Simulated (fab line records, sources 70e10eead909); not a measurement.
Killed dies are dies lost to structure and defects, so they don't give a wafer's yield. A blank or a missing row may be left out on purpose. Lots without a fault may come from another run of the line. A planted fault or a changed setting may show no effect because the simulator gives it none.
Problem report in the 8D (eight disciplines) form, filled by code | flow nand_harc | the parts of the form that need people (team, actions taken, sign-off) are left out

1. THE PROBLEM
thk_nm at NHARC_A_ONON_D2_THK_MEAS_08 reads a mean of 538 nm on 6 wafers of 2 lots; wafers without a fault read 1003 nm with a standard deviation of 12. That is -39 standard deviations from the usual mean.
The step: measures by ellipsometry.
First seen on wafer L217.2, day 17 06:44, on film_metro-02. The record holds 39 wafers of 13 lots with a number at this step. Rule for "out", or "out of limits": more than 4 standard deviations from the usual mean. The other wafers with a number count as sound.

2. WHAT IT IS AND WHAT IT IS NOT
question                    | is                           | is not
which readings at this step | thk_nm                       | -
which lots                  | L217, L221                   | L207, L208, L209, L210, L212, L218, L224, L225, L227, L228, L229
which wafers of those lots  | all that have a number       | -
read on which gauges        | film_metro-01, film_metro-02 | -
when                        | from day 17 06:44            | up to then (15 sound wafers); but 18 sound wafers of L218, L224, L225, L227, L228, L229 came after

3. SUSPECTS, AND WHAT RULES EACH OUT
Counting: a tool at a process step up to the reading stays a suspect if it ran every lot that is out and no sound lot after the first of them.
- the gauge at NHARC_A_ONON_D2_THK_MEAS_08: ruled out. The wafers that are out were read on 2 gauges (film_metro-01, film_metro-02).
- pecvd_onon-02 at NHARC_A_ONON_D2_DEP_06 (target thk 1000 nm): ruled out as a lasting fault. Sound lots L228 ran on it after its first lot that is out, L217 (day 17 06:17).
Left after counting: nothing in the record.

4. THE CAUSE (what the simulator had put in)
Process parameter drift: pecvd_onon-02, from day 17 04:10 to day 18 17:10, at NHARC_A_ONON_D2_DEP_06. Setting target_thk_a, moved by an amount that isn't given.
Counting ruled it out, wrongly: the rule takes a fault to strike every lot that its tool runs from its start on, and this one did not.

5. THE CHAIN OF EFFECTS, in route order
Each row: a reading whose mean over the struck wafers that have a number lies more than 3 standard deviations from the usual. Only readings for which the record gives a usual standard deviation are gone through. hours: the time from each lot's start at the first step in this table that gives one to its start at this step, as a median over the lots. sigmas: the change in usual standard deviations.
hours | step                        | reading         | usual   | on struck wafers | change | sigmas
0     | NHARC_A_ONON_D2_THK_MEAS_08 | thk_nm          | 1003 nm | 538              | -465   | -39
296   | NHARC_END_SORT_01           | killed_at_array | 61      | 672              | +611   | +23
296   | NHARC_END_SORT_01           | killed_dies     | 66      | 677              | +611   | +24

6. WHAT WOULD HAVE CAUGHT IT SOONER
In this record the first reading out of limits at a measuring or inspecting step was taken at day 17 06:44, 3 hours after the fault began at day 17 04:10.
Of the tool readings at NHARC_A_ONON_D2_DEP_06 for which the record gives a usual standard deviation, none was out on any struck wafer, so an alarm limit of 4 standard deviations on them would not have fired.
